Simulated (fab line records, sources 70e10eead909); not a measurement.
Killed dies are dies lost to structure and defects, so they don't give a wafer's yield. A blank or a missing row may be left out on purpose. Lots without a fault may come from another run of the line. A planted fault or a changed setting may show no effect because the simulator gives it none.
One fault seen from 3 desks | flow nand_harc | each desk has only its own numbers; what lay behind them comes last

THE TOOL OWNER'S DESK: ald_hk-02
The tool's own readings at NHARC_A_CHANNEL_FILL_D1_ALD_14 (deposits SiO2, target thk 2.5 nm, pulse time 10 s, ald cycles 25): means of the sampled wafers that have a number, for each lot that ran on this tool. A lot is out of limits, marked OUT, if its mean lies more than 4 standard deviations from the usual mean; the brackets give that distance.
Columns: A = heater_power_w at NHARC_A_CHANNEL_FILL_D1_ALD_14, usual 473 W; B = precursor_pulse_height_rel at NHARC_A_CHANNEL_FILL_D1_ALD_14, usual 1.003
lot  | first seen here | A   | B
L312 | day 9 11:56     | 480 | 1.015
L314 | day 9 22:34     | 470 | 1.003
L317 | day 10 21:21    | 433 | 0.990
L321 | day 11 06:53    | 444 | 1.008
L330 | day 14 11:47    | 483 | 1.008
This desk's finding: nothing out of limits on any of the 5 lots.

THE METROLOGY DESK
What the gauges read, lot by lot, whatever tool the lot ran on: means of the sampled wafers that have a number. A lot is out of limits, marked OUT, if its mean lies more than 4 standard deviations from the usual mean; the brackets give that distance.
Columns: A = cd_nm at NHARC_A_CHANNEL_HOLE_D1_CD_MEAS_30, usual 89.3 nm
lot  | first seen here | A
L310 | day 8 13:33     | 89.5
L312 | day 9 02:09     | 87.5
L314 | day 9 15:02     | 90.2
L317 | day 10 11:26    | 89.5
L321 | day 11 01:05    | 90.1
L325 | day 12 08:47    | 89.2
L326 | day 12 08:52    | 88.0
L328 | day 13 00:07    | 89.1
L327 | day 13 00:37    | 88.3
L329 | day 13 04:17    | 89.9
L330 | day 14 04:22    | 87.7
L332 | day 14 08:31    | 88.3
L331 | day 14 12:42    | 90.3
L333 | day 14 22:17    | 89.3
This desk's finding: nothing out of limits on any of the 14 lots.

THE DEFECT DESK
What the inspections along the route counted, lot by lot: means of the sampled wafers that have a number. A lot is out of limits, marked OUT, if its mean lies more than 4 standard deviations from the usual mean; the brackets give that distance.
Columns: A = raw_defect_count at NHARC_A_CHANNEL_HOLE_D1_INSPECT_40, usual 60
lot  | first seen here | A
L310 | day 8 13:44     | 63
L312 | day 9 02:20     | 61
L314 | day 9 15:14     | 42
L317 | day 10 11:37    | 51
L321 | day 11 01:17    | 64
L325 | day 12 08:59    | 65
L326 | day 12 09:04    | 43
L328 | day 13 00:17    | 57
L327 | day 13 00:48    | 39
L329 | day 13 04:29    | 79
L330 | day 14 04:33    | 47
L332 | day 14 08:42    | 46
L331 | day 14 12:53    | 48
L333 | day 14 22:28    | 39
This desk's finding: nothing out of limits on any of the 14 lots.

PUT TOGETHER
The tool owner's desk saw nothing out of limits.
The metrology desk saw nothing out of limits.
The defect desk saw nothing out of limits.

WHAT THE SIMULATOR HAD PUT IN
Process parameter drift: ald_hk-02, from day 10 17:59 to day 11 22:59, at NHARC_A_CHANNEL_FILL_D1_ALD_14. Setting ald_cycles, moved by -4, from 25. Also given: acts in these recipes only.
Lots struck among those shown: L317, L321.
